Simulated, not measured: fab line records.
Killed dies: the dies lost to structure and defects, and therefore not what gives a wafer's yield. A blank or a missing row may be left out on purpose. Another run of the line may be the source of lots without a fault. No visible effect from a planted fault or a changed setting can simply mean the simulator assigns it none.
The tool behind it: which one? || flow nand harc || 12 lots, 35 wafers sampled, at 6 steps of a route of 1302

WHAT THE GAUGES READ, wafer by wafer
NHARC_P_GATE_CD_MEAS_46 targets a cd of 720 nm.
{"lot": "L303", "measured": "day 5 21:25", "on": "cd sem-01", "cd nm (nm)": "722.4 722.8 721.6"}
{"lot": "L306", "measured": "day 7 10:30", "on": "cd sem-03", "cd nm (nm)": "721.2 720.9 720.5"}
{"lot": "L310", "measured": "day 8 22:32", "on": "cd sem-01", "cd nm (nm)": "726.8 720.3 727.2"}
{"lot": "L311", "measured": "day 9 07:46", "on": "cd sem-01", "cd nm (nm)": "726.8 717.4 724.5"}
{"lot": "L312", "measured": "day 9 13:37", "on": "cd sem-02", "cd nm (nm)": "728.1 721.2"}
{"lot": "L318", "measured": "day 12 10:20", "on": "cd sem-01", "cd nm (nm)": "719.8 721.1 720.2"}
{"lot": "L320", "measured": "day 13 00:11", "on": "cd sem-02", "cd nm (nm)": "720.2 719.7 717.9"}
{"lot": "L321", "measured": "day 13 15:24", "on": "cd sem-03", "cd nm (nm)": "720.5 719.7 718.6"}
{"lot": "L322", "measured": "day 13 19:57", "on": "cd sem-01", "cd nm (nm)": "721.5 721.1 722.0"}
{"lot": "L323", "measured": "day 14 04:10", "on": "cd sem-01", "cd nm (nm)": "721.6 720.5 722.2"}
{"lot": "L324", "measured": "day 14 23:56", "on": "cd sem-02", "cd nm (nm)": "719.6 720.7 721.4"}
{"lot": "L325", "measured": "day 14 23:33", "on": "cd sem-02", "cd nm (nm)": "721.5 721.2 720.3"}

NHARC_END_SORT_01.
{"lot": "L310", "measured": "day 28 15:38", "on": "prober-01", "killed at array": "74 86 61", "killed at other": "1 0 2", "killed at periphery": "3 2 6", "killed dies": "78 88 69", "killed open": "5 4 5", "killed short": "1 1 2"}
{"lot": "L312", "measured": "day 29 05:02", "on": "prober-02", "killed at array": "47 56", "killed at other": "1 1", "killed at periphery": "2 0", "killed dies": "50 57", "killed open": "2 3", "killed short": "3 4"}
{"lot": "L318", "measured": "day 31 23:30", "on": "prober-02", "killed at array": "73 106 72", "killed at other": "1 0 0", "killed at periphery": "4 4 4", "killed dies": "78 110 76", "killed open": "3 4 4", "killed short": "5 2 0"}
{"lot": "L324", "measured": "day 34 13:46", "on": "prober-02", "killed at array": "29 33 28", "killed at other": "0 1 2", "killed at periphery": "2 3 4", "killed dies": "31 37 34", "killed open": "2 4 3", "killed short": "1 3 2"}

WHICH TOOL RAN EACH LOT (tool, then ch and the chambers of the sampled wafers, then the start)
{"lot": "L303", "NHARC_P_GATE_ETCH_104": "rie diel-11 ch 0,2,3, day 5 09:46", "NHARC_P_GATE_ETCH_114": "rie diel-11 ch 1,2,3, day 5 21:16 or earlier", "NHARC_P_GATE_EXPOSE_43": "krf scanner-03 ch 0, day 5 21:16", "NHARC_P_GATE_STRIP_75": "plasma asher-01 ch 0,1, day 5 22:15"}
{"lot": "L306", "NHARC_P_GATE_ETCH_104": "rie diel-01 ch 1,2,3, day 6 22:52", "NHARC_P_GATE_ETCH_114": "rie diel-01 ch 1,3, day 7 10:20 or earlier", "NHARC_P_GATE_EXPOSE_43": "krf scanner-03 ch 0, day 7 10:20", "NHARC_P_GATE_STRIP_75": "plasma asher-02 ch 0,1, day 7 11:56"}
{"lot": "L310", "NHARC_P_GATE_ETCH_104": "rie diel-11 ch 0,3, day 8 10:53", "NHARC_P_GATE_ETCH_114": "rie diel-11 ch 0,1,3, day 8 22:23 or earlier", "NHARC_P_GATE_EXPOSE_43": "krf scanner-03 ch 0, day 8 22:23", "NHARC_P_GATE_STRIP_75": "plasma asher-02 ch 0,1, day 8 23:22"}
{"lot": "L311", "NHARC_P_GATE_ETCH_104": "rie diel-03 ch 0,1, day 8 20:06", "NHARC_P_GATE_ETCH_114": "rie diel-03 ch 2,3, day 9 07:37 or earlier", "NHARC_P_GATE_EXPOSE_43": "krf scanner-03 ch 0, day 9 07:37", "NHARC_P_GATE_STRIP_75": "plasma asher-02 ch 0,1, day 9 08:36"}
{"lot": "L312", "NHARC_P_GATE_ETCH_104": "rie diel-03 ch 1,3, day 9 02:04", "NHARC_P_GATE_ETCH_114": "rie diel-03 ch 1,2, day 9 13:28 or earlier", "NHARC_P_GATE_EXPOSE_43": "krf scanner-03 ch 0, day 9 13:28", "NHARC_P_GATE_STRIP_75": "plasma asher-02 ch 0,1, day 9 14:27"}
{"lot": "L318", "NHARC_P_GATE_ETCH_104": "rie diel-01 ch 0,2,3, day 11 22:35", "NHARC_P_GATE_ETCH_114": "rie diel-01 ch 0,1,3, day 12 10:10 or earlier", "NHARC_P_GATE_EXPOSE_43": "krf scanner-04 ch 0, day 12 10:10", "NHARC_P_GATE_STRIP_75": "plasma asher-02 ch 0,1, day 12 11:12"}
{"lot": "L320", "NHARC_P_GATE_ETCH_104": "rie diel-03 ch 1,2,3, day 12 10:23", "NHARC_P_GATE_ETCH_114": "rie diel-03 ch 0,3, day 13 00:01 or earlier", "NHARC_P_GATE_EXPOSE_43": "krf scanner-04 ch 0, day 13 00:01", "NHARC_P_GATE_STRIP_75": "plasma asher-02 ch 0,1, day 13 01:01"}
{"lot": "L321", "NHARC_P_GATE_ETCH_104": "rie diel-01 ch 0,1,3, day 13 03:40", "NHARC_P_GATE_ETCH_114": "rie diel-01 ch 0,2,3, day 13 15:14 or earlier", "NHARC_P_GATE_EXPOSE_43": "krf scanner-03 ch 0, day 13 15:14", "NHARC_P_GATE_STRIP_75": "plasma asher-01 ch 0,1, day 13 16:14"}
{"lot": "L322", "NHARC_P_GATE_ETCH_104": "rie diel-03 ch 0,1,2, day 13 08:09", "NHARC_P_GATE_ETCH_114": "rie diel-03 ch 0,2,3, day 13 19:47 or earlier", "NHARC_P_GATE_EXPOSE_43": "krf scanner-02 ch 0, day 13 19:47", "NHARC_P_GATE_STRIP_75": "plasma asher-01 ch 0,1, day 13 20:46"}
{"lot": "L323", "NHARC_P_GATE_ETCH_104": "rie diel-01 ch 0,3, day 13 16:35", "NHARC_P_GATE_ETCH_114": "rie diel-01 ch 0,1,2, day 14 04:00 or earlier", "NHARC_P_GATE_EXPOSE_43": "krf scanner-02 ch 0, day 14 04:00", "NHARC_P_GATE_STRIP_75": "plasma asher-02 ch 0,1, day 14 05:00"}
{"lot": "L324", "NHARC_P_GATE_ETCH_104": "rie diel-01 ch 1,2,3, day 14 10:03", "NHARC_P_GATE_ETCH_114": "rie diel-01 ch 1,2,3, day 14 23:46 or earlier", "NHARC_P_GATE_EXPOSE_43": "krf scanner-04 ch 0, day 14 23:46", "NHARC_P_GATE_STRIP_75": "plasma asher-02 ch 0,1, day 15 00:57"}
{"lot": "L325", "NHARC_P_GATE_ETCH_104": "rie diel-01 ch 0,1,2, day 14 11:50", "NHARC_P_GATE_ETCH_114": "rie diel-01 ch 0,2,3, day 14 23:23 or earlier", "NHARC_P_GATE_EXPOSE_43": "krf scanner-02 ch 0, day 14 23:23", "NHARC_P_GATE_STRIP_75": "plasma asher-01 ch 0,1, day 15 00:23"}
- NHARC_P_GATE_ETCH_104: etches the open film in CF4/CHF3, target depth 60 nm.
- NHARC_P_GATE_ETCH_114: etches the open film in CF4/O2, target depth 30 nm, overetch 3 nm, time 16.5 s.
- NHARC_P_GATE_EXPOSE_43: exposes mask P NSD, target cd 720 nm.
- NHARC_P_GATE_STRIP_75: strips in O2.

WHAT THE TOOLS THEMSELVES READ (means of the sampled wafers that have a number; where no wafer has one, the mark that the record gives instead)
NHARC_P_GATE_ETCH_104.
{"lot": "L303", "tool": "rie diel-11", "drypump motor current A (A)": 5.7, "oes product au (a.u.)": 0.931, "rf vpp V (V)": 368.8, "showerhead plenum p Torr (Torr)": 1.54, "throttle valve pct (%)": 16.800}
{"lot": "L306", "tool": "rie diel-01", "drypump motor current A (A)": 5.6, "oes product au (a.u.)": 0.920, "rf vpp V (V)": 372.3, "showerhead plenum p Torr (Torr)": 1.62, "throttle valve pct (%)": 16.804}
{"lot": "L310", "tool": "rie diel-11", "drypump motor current A (A)": 5.6, "oes product au (a.u.)": 0.970, "rf vpp V (V)": 368.6, "showerhead plenum p Torr (Torr)": 1.54, "throttle valve pct (%)": 16.802}
{"lot": "L311", "tool": "rie diel-03", "drypump motor current A (A)": 5.5, "oes product au (a.u.)": 0.960, "rf vpp V (V)": 369.2, "showerhead plenum p Torr (Torr)": 1.53, "throttle valve pct (%)": 16.795}
{"lot": "L312", "tool": "rie diel-03", "drypump motor current A (A)": 5.5, "oes product au (a.u.)": 0.974, "rf vpp V (V)": 369.9, "showerhead plenum p Torr (Torr)": 1.56, "throttle valve pct (%)": 16.802}
{"lot": "L318", "tool": "rie diel-01", "drypump motor current A (A)": 5.4, "oes product au (a.u.)": 0.921, "rf vpp V (V)": 371.8, "showerhead plenum p Torr (Torr)": 1.63, "throttle valve pct (%)": 16.795}
{"lot": "L320", "tool": "rie diel-03", "drypump motor current A (A)": 5.5, "oes product au (a.u.)": 0.973, "rf vpp V (V)": 368.9, "showerhead plenum p Torr (Torr)": 1.53, "throttle valve pct (%)": 16.796}
{"lot": "L321", "tool": "rie diel-01", "drypump motor current A (A)": 5.4, "oes product au (a.u.)": 0.940, "rf vpp V (V)": 373.5, "showerhead plenum p Torr (Torr)": 1.66, "throttle valve pct (%)": 16.797}
{"lot": "L322", "tool": "rie diel-03", "drypump motor current A (A)": 5.5, "oes product au (a.u.)": 0.975, "rf vpp V (V)": 368.6, "showerhead plenum p Torr (Torr)": 1.51, "throttle valve pct (%)": 16.808}
{"lot": "L323", "tool": "rie diel-01", "drypump motor current A (A)": 5.2, "oes product au (a.u.)": 0.961, "rf vpp V (V)": 373.0, "showerhead plenum p Torr (Torr)": 1.67, "throttle valve pct (%)": 16.800}
{"lot": "L324", "tool": "rie diel-01", "drypump motor current A (A)": 5.6, "oes product au (a.u.)": 0.962, "rf vpp V (V)": 371.9, "showerhead plenum p Torr (Torr)": 1.62, "throttle valve pct (%)": 16.800}
{"lot": "L325", "tool": "rie diel-01", "drypump motor current A (A)": 5.3, "oes product au (a.u.)": 0.915, "rf vpp V (V)": 372.6, "showerhead plenum p Torr (Torr)": 1.63, "throttle valve pct (%)": 16.807}

NHARC_P_GATE_ETCH_114.
{"lot": "L303", "tool": "rie diel-11", "drypump motor current A (A)": 5.7, "oes product au (a.u.)": 0.998, "rf vpp V (V)": 197.0, "showerhead plenum p Torr (Torr)": 1.30, "throttle valve pct (%)": 13.406}
{"lot": "L306", "tool": "rie diel-01", "drypump motor current A (A)": 5.6, "oes product au (a.u.)": 0.998, "rf vpp V (V)": 199.4, "showerhead plenum p Torr (Torr)": 1.41, "throttle valve pct (%)": 13.389}
{"lot": "L310", "tool": "rie diel-11", "drypump motor current A (A)": 5.8, "oes product au (a.u.)": 0.997, "rf vpp V (V)": 197.6, "showerhead plenum p Torr (Torr)": 1.32, "throttle valve pct (%)": 13.392}
{"lot": "L311", "tool": "rie diel-03", "drypump motor current A (A)": 5.2, "oes product au (a.u.)": 0.998, "rf vpp V (V)": 195.1, "showerhead plenum p Torr (Torr)": 1.28, "throttle valve pct (%)": 13.397}
{"lot": "L312", "tool": "rie diel-03", "drypump motor current A (A)": 5.7, "oes product au (a.u.)": 0.996, "rf vpp V (V)": 195.6, "showerhead plenum p Torr (Torr)": 1.27, "throttle valve pct (%)": 13.405}
{"lot": "L318", "tool": "rie diel-01", "drypump motor current A (A)": 5.3, "oes product au (a.u.)": 0.999, "rf vpp V (V)": 199.0, "showerhead plenum p Torr (Torr)": 1.41, "throttle valve pct (%)": 13.409}
{"lot": "L320", "tool": "rie diel-03", "drypump motor current A (A)": 5.2, "oes product au (a.u.)": 0.999, "rf vpp V (V)": 197.9, "showerhead plenum p Torr (Torr)": 1.32, "throttle valve pct (%)": 13.410}
{"lot": "L321", "tool": "rie diel-01", "drypump motor current A (A)": 5.4, "oes product au (a.u.)": 0.999, "rf vpp V (V)": 198.3, "showerhead plenum p Torr (Torr)": 1.38, "throttle valve pct (%)": 13.398}
{"lot": "L322", "tool": "rie diel-03", "drypump motor current A (A)": 5.2, "oes product au (a.u.)": 1.002, "rf vpp V (V)": 196.0, "showerhead plenum p Torr (Torr)": 1.30, "throttle valve pct (%)": 13.387}
{"lot": "L323", "tool": "rie diel-01", "drypump motor current A (A)": 5.3, "oes product au (a.u.)": 0.993, "rf vpp V (V)": 199.6, "showerhead plenum p Torr (Torr)": 1.38, "throttle valve pct (%)": 13.402}
{"lot": "L324", "tool": "rie diel-01", "drypump motor current A (A)": 5.6, "oes product au (a.u.)": 0.995, "rf vpp V (V)": 198.7, "showerhead plenum p Torr (Torr)": 1.38, "throttle valve pct (%)": 13.383}
{"lot": "L325", "tool": "rie diel-01", "drypump motor current A (A)": 5.4, "oes product au (a.u.)": 0.993, "rf vpp V (V)": 199.4, "showerhead plenum p Torr (Torr)": 1.38, "throttle valve pct (%)": 13.397}

NHARC_P_GATE_EXPOSE_43.
{"lot": "L303", "tool": "krf scanner-03", "stage vel mm s (mm/s)": 499.84}
{"lot": "L306", "tool": "krf scanner-03", "stage vel mm s (mm/s)": 499.84}
{"lot": "L310", "tool": "krf scanner-03", "stage vel mm s (mm/s)": 500.02}
{"lot": "L311", "tool": "krf scanner-03", "stage vel mm s (mm/s)": 500.04}
{"lot": "L312", "tool": "krf scanner-03", "stage vel mm s (mm/s)": 499.88}
{"lot": "L318", "tool": "krf scanner-04", "stage vel mm s (mm/s)": 500.07}
{"lot": "L320", "tool": "krf scanner-04", "stage vel mm s (mm/s)": 499.74}
{"lot": "L321", "tool": "krf scanner-03", "stage vel mm s (mm/s)": 499.97}
{"lot": "L322", "tool": "krf scanner-02", "stage vel mm s (mm/s)": 499.76}
{"lot": "L323", "tool": "krf scanner-02", "stage vel mm s (mm/s)": 499.72}
{"lot": "L324", "tool": "krf scanner-04", "stage vel mm s (mm/s)": 500.15}
{"lot": "L325", "tool": "krf scanner-02", "stage vel mm s (mm/s)": 499.86}

NHARC_P_GATE_STRIP_75.
{"lot": "L303", "tool": "plasma asher-01", "drypump motor current A (A)": 6.2, "heater power w (W)": 303}
{"lot": "L306", "tool": "plasma asher-02", "drypump motor current A (A)": 6.3, "heater power w (W)": 319}
{"lot": "L310", "tool": "plasma asher-02", "drypump motor current A (A)": 6.0, "heater power w (W)": 305}
{"lot": "L311", "tool": "plasma asher-02", "drypump motor current A (A)": 6.3, "heater power w (W)": 322}
{"lot": "L312", "tool": "plasma asher-02", "drypump motor current A (A)": 6.2, "heater power w (W)": 315}
{"lot": "L318", "tool": "plasma asher-02", "drypump motor current A (A)": 6.3, "heater power w (W)": 333}
{"lot": "L320", "tool": "plasma asher-02", "drypump motor current A (A)": 6.0, "heater power w (W)": 311}
{"lot": "L321", "tool": "plasma asher-01", "drypump motor current A (A)": 5.8, "heater power w (W)": 312}
{"lot": "L322", "tool": "plasma asher-01", "drypump motor current A (A)": 6.2, "heater power w (W)": 307}
{"lot": "L323", "tool": "plasma asher-02", "drypump motor current A (A)": 6.0, "heater power w (W)": 313}
{"lot": "L324", "tool": "plasma asher-02", "drypump motor current A (A)": 6.3, "heater power w (W)": 333}
{"lot": "L325", "tool": "plasma asher-01", "drypump motor current A (A)": 5.8, "heater power w (W)": 310}

THE ANSWER, worked out from the rows above alone
Rule: usual is defined by the lots themselves. The widest of any qualifying gaps counts: lots, ordered by their means at a reading, are off when they make up no more than a third of the lots, leave a main group of 4 or more, and stand apart from it by 3 or more times the standard deviation of that group's means. The tables above print the reading to a certain number of digits; a main group whose means all agree to those digits is not used. Also off: a lot with no number at a reading for which 4 or more lots have one. The other lots that the step has rows for count as sound. The gauges are gone through in route order, then the tools' own readings, and for those a lot's mean is taken as printed above. The first step at which some lot is off is used, and at that step the reading that is off furthest; a lot without a number counts as furthest.
No lot is off at any reading shown: from this, nothing can be told.

WHAT THE SIMULATOR HAD PUT IN
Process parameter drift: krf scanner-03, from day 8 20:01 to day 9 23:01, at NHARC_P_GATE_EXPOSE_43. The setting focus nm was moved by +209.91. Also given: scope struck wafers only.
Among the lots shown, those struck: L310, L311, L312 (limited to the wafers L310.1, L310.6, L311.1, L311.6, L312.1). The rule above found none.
